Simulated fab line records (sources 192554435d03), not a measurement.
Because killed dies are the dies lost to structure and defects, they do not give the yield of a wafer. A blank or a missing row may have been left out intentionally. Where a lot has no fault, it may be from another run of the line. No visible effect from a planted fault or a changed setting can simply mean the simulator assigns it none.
fab line records	flow n5-finfet
[record] lots = 10	wafers = 28	last-day = 17
route steps=1938 shown BEOL_M0@723 BEOL_M1@752 BEOL_M4@1111 PASSIVATION@1936
lots that met no fault: from a run of the same line without faults
start-h: the number of hours between the record's first day and the start of the first shown wafer of the lot	wait-h: hours from the lot's prior step to this one	" identical to the entry in the row above	L1.1+2: a single row standing in for several wafers	- value missing, or start not given	* or withheld: withheld	< > ~ a bound
route shown NAME@n: a module of which the file shows steps, and the number in the route of the first	usual: mean and standard deviation over wafers with no fault	same: alike in all rows	chamber/n: place in a boat	sites: readings site by site	_std_site: the values' standard deviation	_edge_site: inner sites' mean taken away from outer sites' mean	radius-mm: how far each site lies from the wafer's centre	mask NAME#n: copy n	behind: the tool/chamber that last shaped the wafer	hold: cause of the lot's hold/its duration in hours/its outcome	device: the transistor (n, p or np) that didn't switch	end of line: at the end of the route, the tests of the same wafers	a step given without rows: its recipe and nothing more	killed: dies lost to structure and defects at the first sort, not the wafer's yield	map: dies across one wafer; x = killed, . = not, _ = none there
set.NAME: setting as actually run; set.NAME@STEP: the setting as run at that earlier step	model.NAME: the simulator's own value behind a step, which no gauge read
one table for each step of the route and one row for each wafer, over a sample of lots
services: the hour from which a tool's chamber was out of use, counted from the record's first day as start-h (under 0 if before that day), plus the number of hours and why
[[steps]]
[step N5_BEOL_M0_OCD_MEAS_108]
[usual] trench-depth-nm = 33.2/0.93
lot.wafer	tool	chamber	start-h	wait-h	trench-depth-nm
L610.1	ocd-02	-	137.15	0.1	32.7
L610.2	"	-	"	"	31.6
L610.5	"	-	"	"	33.2
L611.2	ocd-01	-	140.53	0.1	33.1
L611.3	"	-	"	"	34.8
L611.5	"	-	"	"	32.0
L612.1	ocd-01	-	145.03	0.1	31.5
L612.2	"	-	"	"	33.9
L612.6	"	-	"	"	33.3
L617.4	ocd-01	-	176.92	0.1	34.7
L617.5	"	-	"	"	33.3
L618.1	ocd-02	-	188.59	0.1	33.3
L618.3	"	-	"	"	33.3
L618.5	"	-	"	"	32.8
L619.1	ocd-02	-	193.27	0.1	33.8
L619.4	"	-	"	"	33.5
L619.5	"	-	"	"	33.3
L622.3	ocd-01	-	209.56	0.1	34.4
L622.4	"	-	"	"	32.1
L626.1	ocd-01	-	228.83	0.1	33.4
L626.5	"	-	"	"	34.1
L626.6	"	-	"	"	32.4
L627.2	ocd-02	-	244.13	0.1	33.1
L627.4	"	-	"	"	33.3
L627.6	"	-	"	"	33.4
L630.2	ocd-01	-	254.66	0.1	32.5
L630.3	"	-	"	"	33.0
L630.4	"	-	"	"	35.0
[step N5_BEOL_M0_CMP_120]
[recipe] stop-on = SiOC	t-overpolish-s = 6.9	down-force-psi = 1	platen-rpm = 50	clearing-platen-down-force-psi = 1.5	clearing-platen-rpm = 50	post-cmp-clean = cu-alkaline	clearing-platen-pad-velocity-m-s = 0.99484	pad-velocity-m-s = 0.99484
[usual] barrier-field-endpoint-s = 3.65/0.16	head-pressure-psi = 1.0000/0.0023	motor-current-A = 6.4/0.97	overpolish-run-s = 6.901/0.0092	time-to-endpoint-s = 62/3.4
lot.wafer	tool	chamber	start-h	wait-h	barrier-field-endpoint-s	head-pressure-psi	motor-current-A	overpolish-run-s	time-to-endpoint-s
L610.1	cmp-02	2	140.63	0.3	3.81	0.9993	5.4	6.909	66
L610.2	"	1	"	"	4.08	0.9995	7.3	6.900	68
L610.5	"	2	"	"	3.85	0.9959	5.5	6.895	64
L611.2	cmp-02	2	144.46	0.3	3.63	1.0016	5.4	6.914	65
L611.3	"	3	"	"	3.53	1.0025	6.9	6.903	63
L611.5	"	1	"	"	3.75	0.9974	7.5	6.905	66
L612.1	cmp-02	3	148.23	0.3	3.85	1.0024	6.7	6.897	63
L612.2	"	1	"	"	3.83	1.0015	7.2	6.895	63
L612.6	"	3	"	"	3.63	1.0049	6.9	6.919	63
L617.4	cmp-02	1	179.56	0.2	7.81	0.9998	7.2	6.894	80
L617.5	"	0	"	"	3.58	0.9987	6.8	6.906	58
L618.3	cmp-02	0	193.06	0.2	7.41	1.0018	6.2	6.911	83
L618.1	"	3	"	"	3.58	0.9962	6.8	6.908	61
L618.5	"	1	"	"	3.72	1.0000	7.0	6.915	63
L619.4	cmp-03	1	196.56	0.2	3.48	0.9998	9.1	6.912	59
L619.1	"	3	"	"	3.62	1.0034	5.3	6.895	61
L619.5	"	1	"	"	3.60	0.9992	8.3	6.900	63
L622.3	cmp-02	3	211.86	0.2	7.28	0.9979	7.0	6.891	82
L622.4	"	1	"	"	7.56	1.0030	7.5	6.889	80
L626.1	cmp-03	2	232.29	0.3	3.51	1.0049	6.0	6.921	60
L626.6	"	1	"	"	3.63	1.0000	8.4	6.889	62
L626.5	"	2	"	"	3.66	1.0018	6.6	6.901	64
L627.2	cmp-01	1	247.61	0.2	3.59	1.0003	5.0	6.903	62
L627.4	"	2	"	"	3.43	0.9969	6.7	6.906	60
L627.6	"	2	"	"	3.59	1.0012	6.6	6.912	62
L630.4	cmp-03	0	257.92	0.2	3.73	0.9996	5.0	6.906	68
L630.2	"	1	"	"	3.81	1.0043	8.6	6.915	61
L630.3	"	2	"	"	3.80	0.9993	6.2	6.913	60
[step N5_BEOL_M0_PRE_CLEAN_131]
[recipe] gas = NH3/H2	time-s = 15	temp-c = *	rf-power-w = 300
[usual] heater-power-w = 78/13
lot.wafer	tool	chamber	start-h	wait-h	heater-power-w
L610.1	cvd-co-02	0	140.96	0.0	95
L610.2	"	2	"	"	87
L610.5	"	0	"	"	96
L611.2	cvd-co-02	0	144.72	0.0	98
L611.3	"	2	"	"	89
L611.5	"	1	"	"	66
L612.1	cvd-co-02	2	148.56	0.0	87
L612.2	"	0	"	"	97
L612.6	"	1	"	"	67
L617.4	cvd-co-02	2	180.05	0.2	89
L617.5	"	2	"	"	90
L618.1	cvd-co-02	1	193.40	0.0	65
L618.3	"	2	"	"	87
L618.5	"	2	"	"	88
L619.1	cvd-co-01	0	196.90	0.0	65
L619.4	"	2	"	"	70
L619.5	"	1	"	"	87
L622.3	cvd-co-02	1	212.15	0.0	65
L622.4	"	2	"	"	91
L626.1	cvd-co-01	1	232.58	0.0	87
L626.5	"	1	"	"	86
L626.6	"	0	"	"	65
L627.2	cvd-co-02	1	248.32	0.4	64
L627.4	"	0	"	"	99
L627.6	"	2	"	"	90
L630.2	cvd-co-01	0	258.21	0.0	65
L630.3	"	1	"	"	86
L630.4	"	2	"	"	70
[step N5_BEOL_M0_INSPECT_127]
[recipe] inspect-instrument = darkfield	mode = post-dep
[usual] raw-defect-count = 70/27
lot.wafer	tool	chamber	start-h	wait-h	raw-defect-count
L610.1	defect-inspect-01	-	141.21	0.0	69
L610.2	"	-	"	"	62
L610.5	"	-	"	"	57
L611.2	defect-inspect-02	-	144.97	0.0	88
L611.3	"	-	"	"	101
L611.5	"	-	"	"	125
L612.1	defect-inspect-01	-	148.82	0.0	66
L612.2	"	-	"	"	30
L612.6	"	-	"	"	50
L617.4	defect-inspect-01	-	180.34	0.0	3535
L617.5	"	-	"	"	66
L618.1	defect-inspect-01	-	193.65	0.0	94
L618.3	"	-	"	"	3543
L618.5	"	-	"	"	39
L619.1	defect-inspect-01	-	197.15	0.0	41
L619.4	"	-	"	"	74
L619.5	"	-	"	"	57
L622.3	defect-inspect-02	-	212.40	0.0	3452
L622.4	"	-	"	"	3405
L626.1	defect-inspect-02	-	232.83	0.0	124
L626.5	"	-	"	"	68
L626.6	"	-	"	"	116
L627.2	defect-inspect-01	-	248.57	0.0	78
L627.4	"	-	"	"	66
L627.6	"	-	"	"	65
L630.2	defect-inspect-01	-	258.46	0.0	96
L630.3	"	-	"	"	94
L630.4	"	-	"	"	138
[step N5_BEOL_M1_THK_MEAS_01]
[recipe] reads = SiOC_of_BEOL_M1_ILD_DEP_00
[usual] M1_ILD_THK = 79.0/1.2
lot.wafer	tool	chamber	start-h	wait-h	M1_ILD_THK[nm]
L610.1	film-metro-02	-	141.32	0.0	77.5
L610.2	"	-	"	"	80.1
L610.5	"	-	"	"	79.3
L611.2	film-metro-02	-	145.07	0.1	80.7
L611.3	"	-	"	"	77.4
L611.5	"	-	"	"	81.1
L612.1	film-metro-01	-	148.94	0.1	79.5
L612.2	"	-	"	"	77.6
L612.6	"	-	"	"	77.7
L617.5	film-metro-02	-	180.45	0.0	78.9
L618.1	film-metro-02	-	193.77	0.1	77.4
L618.5	"	-	"	"	78.7
L619.1	film-metro-01	-	197.25	0.0	80.2
L619.4	"	-	"	"	80.2
L619.5	"	-	"	"	79.2
L626.1	film-metro-01	-	232.94	0.0	79.6
L626.5	"	-	"	"	79.8
L626.6	"	-	"	"	77.6
L627.2	film-metro-01	-	248.68	0.1	78.8
L627.4	"	-	"	"	80.5
L627.6	"	-	"	"	79.5
L630.2	film-metro-02	-	258.56	0.1	79.5
L630.3	"	-	"	"	77.9
L630.4	"	-	"	"	78.1
[step N5_BEOL_M4_RC_MEAS_101]
[usual] DIBL_N = 36.7/2.4	DIBL_P = 37.4/2.9	IOFF_N = 0.18/0.05	IOFF_P = 0.23/0.058	ION_N = 683/16	ION_P = 467/11	SS_N = 71.7/0.77	SS_P = 73.5/0.87	VT_N = 249/4.3	VT_P = -250/4.4
lot.wafer	tool	chamber	start-h	wait-h	DIBL_N[mV/V]	DIBL_P[mV/V]	IOFF_N[nA/um]	IOFF_P[nA/um]	ION_N[uA/um]	ION_P[uA/um]	SS_N[mV/dec]	SS_P[mV/dec]	VT_N[mV]	VT_P[mV]
L610.1	prober-02	0	181.21	0.0	44.2	45.7	0.35	0.40	696	473	73.9	76.2	242	-242
L610.2	"	0	"	"	35.3	36.6	0.15	0.23	685	471	71.3	73.1	251	-250
L610.5	"	0	"	"	38.9	40.1	0.20	0.28	669	463	72.6	73.9	247	-247
L611.2	prober-01	0	190.50	0.2	37.9	36.9	0.17	0.20	657	450	72.0	73.5	251	-251
L611.3	"	0	"	"	33.1	32.0	0.11	0.14	679	458	71.3	71.7	252	-257
L611.5	"	0	"	"	34.5	32.7	0.12	0.14	660	447	70.7	72.0	257	-256
L612.1	prober-01	0	195.96	0.0	36.8	38.4	0.15	0.23	665	467	71.2	74.1	253	-250
L612.2	"	0	"	"	39.4	42.4	0.25	0.32	709	489	73.4	74.4	245	-246
L612.6	"	0	"	"	35.4	37.2	0.14	0.21	668	464	71.2	74.1	254	-254
L617.5	prober-01	0	224.83	0.6	36.9	37.0	0.16	0.17	680	450	72.0	73.5	250	-256
L618.1	prober-01	0	227.73	0.0	37.4	38.8	0.19	0.24	682	463	72.1	73.5	248	-250
L618.5	"	0	"	"	38.0	38.7	0.19	0.24	697	475	72.1	73.1	245	-249
L619.1	prober-02	0	235.22	0.0	34.1	33.5	0.12	0.18	677	468	69.9	72.7	252	-252
L619.4	"	0	"	"	34.8	34.8	0.13	0.19	684	477	71.2	73.0	252	-249
L619.5	"	0	"	"	35.5	36.5	0.16	0.23	711	484	70.5	73.3	246	-246
L626.1	prober-01	0	278.14	0.0	40.3	42.7	0.30	0.37	702	484	73.1	74.9	240	-243
L626.5	"	0	"	"	40.3	41.8	0.27	0.34	679	466	73.4	76.0	245	-246
L626.6	"	0	"	"	35.6	37.4	0.19	0.24	703	483	71.7	72.8	245	-247
L627.2	prober-01	0	285.61	0.2	37.9	40.9	0.19	0.23	669	459	72.2	73.8	248	-251
L627.4	"	0	"	"	34.5	35.3	0.13	0.15	664	449	71.4	72.8	251	-256
L627.6	"	0	"	"	35.7	38.1	0.16	0.19	666	449	71.5	73.4	247	-254
L630.2	prober-02	0	300.90	0.2	36.6	38.0	0.18	0.20	698	473	71.7	73.0	247	-252
L630.3	"	0	"	"	37.9	38.7	0.18	0.21	673	456	71.9	73.6	249	-252
L630.4	"	0	"	"	37.5	39.5	0.22	0.24	697	466	72.2	73.6	243	-249
[step N5_PASSIVATION_PROBE_49]
[usual] defect-limited-yield = 91.4/1.6	killed_at_M0_to_M3 = 31/11	killed_at_M4_up = 14/5.7	killed-at-contacts = 12/6	killed-at-front-end = 41/13	killed-at-other = 3.3/2.8	killed-dies = 101/19	killed-on-rim = 13/3.9	killed-open = 67/14	killed-short = 33/8.2	sort_bin_4_leakage = 0.0/0.37	sort_bin_5_function = 5.0/1.1	sort_bin_6_memory = 3.3/0.74	sort-n-pass = 1078/20	sort-yield-pct = 91.3/1.7
[same] gross-dies = 1180	killed-at-back-side = 0	sort_bin_8_speed[%] = 0
lot.wafer	tool	chamber	start-h	wait-h	defect-limited-yield[%]	killed_at_M0_to_M3	killed_at_M4_up	killed-at-contacts	killed-at-front-end	killed-at-other	killed-dies	killed-on-rim	killed-open	killed-short	sort_bin_4_leakage[%]	sort_bin_5_function[%]	sort_bin_6_memory[%]	sort-n-pass	sort-yield-pct[%]
L612.1	prober-01	-	298.85	0.0	91.9	28	12	11	45	0	96	13	65	31	0	4.7	3.3	1084	91.9
L612.2	prober-01	-	298.90	0.1	91.2	42	13	6	43	0	104	13	70	34	0	5.1	3.5	1076	91.2
L612.6	prober-01	-	299.10	0.3	89.7	47	7	14	53	1	122	17	79	43	0	5.6	4.3	1058	89.7
L617.4	prober-01	-	324.71	0.2	0	1087	4	14	71	4	1180	152	87	53	0	6.2	5.1	0	0
L617.5	prober-01	-	324.76	0.2	87.1	43	23	8	77	1	152	12	100	43	0	7.3	4.8	1028	87.1
L618.1	prober-02	-	328.45	0.0	92.3	29	20	13	22	7	91	21	62	27	0	4.7	2.7	1089	92.3
L618.3	prober-02	-	328.55	0.1	0	1109	20	13	37	1	1180	152	98	31	0	6.8	4.1	0	0
L618.5	prober-02	-	328.65	0.2	89.7	48	12	29	21	11	121	16	75	44	0	5.8	4.1	1059	89.7
L622.3	prober-01	-	364.70	0.1	0	1117	11	5	44	3	1180	152	62	34	0	4.7	3.4	0	0
L622.4	prober-01	-	364.75	0.2	0	1125	11	4	38	2	1180	152	49	19	0	2.8	3.1	0	0
// killed by level:class
L612.1 FIN_SAQP:geometric-particle:short=11 MOL_CONTACT_COAG:geometric-particle:open=9 STI_FIN_REVEAL:geometric-particle:open=8 FIN_SAQP:geometric-particle:open=7 BEOL_M0_SAQP:geometric-particle:short=5 BEOL_M1:geometric-particle:open=5 DUMMY_GATE:geometric-particle:open=4 BEOL_M0_SAQP:geometric-particle:open=4
L612.2 BEOL_M3:geometric-particle:open=11 FIN_SAQP:geometric-particle:open=8 BEOL_M2:geometric-particle:open=8 STI_FIN_REVEAL:geometric-particle:open=7 BEOL_M0_SAQP:geometric-particle:open=7 BEOL_M2:geometric-particle:short=7 FIN_SAQP:geometric-particle:short=6 GATE_CUT:geometric-particle:open=5
L612.6 BEOL_M1:geometric-particle:open=15 STI_FIN_REVEAL:geometric-particle:open=14 FIN_SAQP:geometric-particle:short=13 MOL_CONTACT_COAG:geometric-particle:open=10 BEOL_M2:geometric-particle:open=9 FIN_SAQP:geometric-particle:open=5 GATE_CUT:geometric-particle:short=5 BEOL_M0_SAQP:geometric-particle:open=5
L617.4 BEOL_M0:area-cmp=1040 FIN_SAQP:geometric-particle:short=28 FIN_SAQP:geometric-particle:open=15 BEOL_M0_SAQP:geometric-particle:open=12 MOL_CONTACT_COAG:geometric-particle:open=11 STI_FIN_REVEAL:geometric-particle:open=10 BEOL_M1:geometric-particle:open=8 BEOL_M0_SAQP:geometric-particle:short=7
L617.5 STI_FIN_REVEAL:geometric-particle:open=23 FIN_SAQP:geometric-particle:short=14 BEOL_M3:geometric-particle:open=13 BEOL_M0_SAQP:geometric-particle:open=12 BEOL_M5:geometric-particle:open=9 BEOL_M4:geometric-particle:open=7 MOL_CONTACT_COAG:geometric-particle:open=6 HKMG_FIN:area-etch=6
L618.1 BEOL_M4:geometric-particle:open=11 BEOL_M2:geometric-particle:open=10 MOL_CONTACT_COAG:geometric-particle:open=9 BEOL_M0_SAQP:geometric-particle:short=6 BEOL_M0_SAQP:geometric-particle:open=5 BEOL_M7:geometric-particle:open=5 STI_FIN_REVEAL:geometric-particle:open=4 MOL_CONTACT_COAG:geometric-particle:short=4
L618.3 BEOL_M0:area-cmp=1049 FIN_SAQP:geometric-particle:open=18 BEOL_M1:geometric-particle:open=12 MOL_CONTACT_COAG:geometric-particle:open=11 BEOL_M0_SAQP:geometric-particle:open=10 BEOL_M2:geometric-particle:open=10 BEOL_M3:geometric-particle:open=8 BEOL_M0_SAQP:geometric-particle:short=6
L618.5 MOL_CONTACT_COAG:geometric-particle:open=25 BEOL_M2:geometric-particle:open=16 BEOL_M2:geometric-particle:short=8 BEOL_M1:geometric-particle:short=7 BEOL_M0_SAQP:geometric-particle:open=5 MOL_CONTACT_COAG:geometric-particle:short=4 BEOL_M0_SAQP:geometric-particle:short=4 STARTING-WAFER:geometric-particle:open=4
L622.3 BEOL_M0:area-cmp=1083 BEOL_M3:geometric-particle:open=17 STI_FIN_REVEAL:geometric-particle:open=12 FIN_SAQP:geometric-particle:short=9 BEOL_M2:geometric-particle:open=6 FIN_SAQP:geometric-particle:open=5 BEOL_M4:geometric-particle:open=4 STARTING-WAFER:geometric-particle:open=4
L622.4 BEOL_M0:area-cmp=1110 FIN_SAQP:geometric-particle:open=9 DUMMY_GATE:geometric-particle:open=6 ILD0:geometric-particle:short=5 STARTING-WAFER:geometric-particle:open=4 FIN_SAQP:geometric-particle:short=3 ILD0:geometric-particle:open=3 MOL_CONTACT_COAG:geometric-particle:open=3
[[services]]
tool	chamber	start-h	hours	kind
cmp-03	-	121.86	1.9	repair
cvd-co-02	0	123.49	17.2	repair
cmp-01	-	151.31	0.8	repair
cmp-01	-	156.57	4.0	pm
cmp-01	-	160.57	-	consumable-replace:conditioner
cmp-01	-	160.57	-	consumable-replace:pad
cvd-co-02	0	174.69	6.3	repair
cmp-01	-	180.06	2.0	repair
cmp-02	-	193.29	4.0	pm
cmp-02	-	197.29	-	consumable-replace:conditioner
cmp-02	-	197.29	-	consumable-replace:pad
cmp-02	-	197.29	14.1	pm
cvd-co-01	-	219.58	0.3	repair
cmp-03	-	219.65	3.2	repair
cvd-co-02	-	221.99	6.9	pm
[[key]]
[first-sign] step = N5_BEOL_M0_CMP_120	reading = barrier-field-endpoint-s	direction = up	sigmas = 25	usual = 3.65	struck = 7.51
[effect] step = N5_BEOL_M0_CMP_120	reading = time-to-endpoint-s	direction = up	sigmas = 5.7	usual = *	struck = *
[effect] step = N5_BEOL_M0_INSPECT_127	reading = raw-defect-count	direction = up	sigmas = 99+	usual = 70	struck = 3484
[effect] step = N5_PASSIVATION_PROBE_49	reading = killed_at_M0_to_M3	direction = up	sigmas = 99+	usual = 31	struck = 1110
[more-kills-born-at] N5_BEOL_M0_CMP_120@cmp-02 = 4282
met-at N5_BEOL_M0_CMP_120
struck-lots L617,L618,L622
struck-wafers L617.4,L618.3,L622.3,L622.4
later-rows-left-out L617.4,L618.3,L622.3,L622.4
not-acting-at N5_BEOL_M0_OCD_MEAS_108,N5_BEOL_M0_PRE_CLEAN_131,N5_BEOL_M1_THK_MEAS_01
onset-between 148.23 179.56
[fault] kind = process-parameter-drift	tool = cmp-02	chamber = -	onset-h = 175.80	steps = N5_BEOL_M0_CMP_120	channel = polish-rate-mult	offset = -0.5	shape = step	end-h = 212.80	scope = struck-wafers-only
// later-rows-left-out: the simulator's readings of these wafers behind a module that went badly wrong aren't trusted and aren't shown, but for the sort
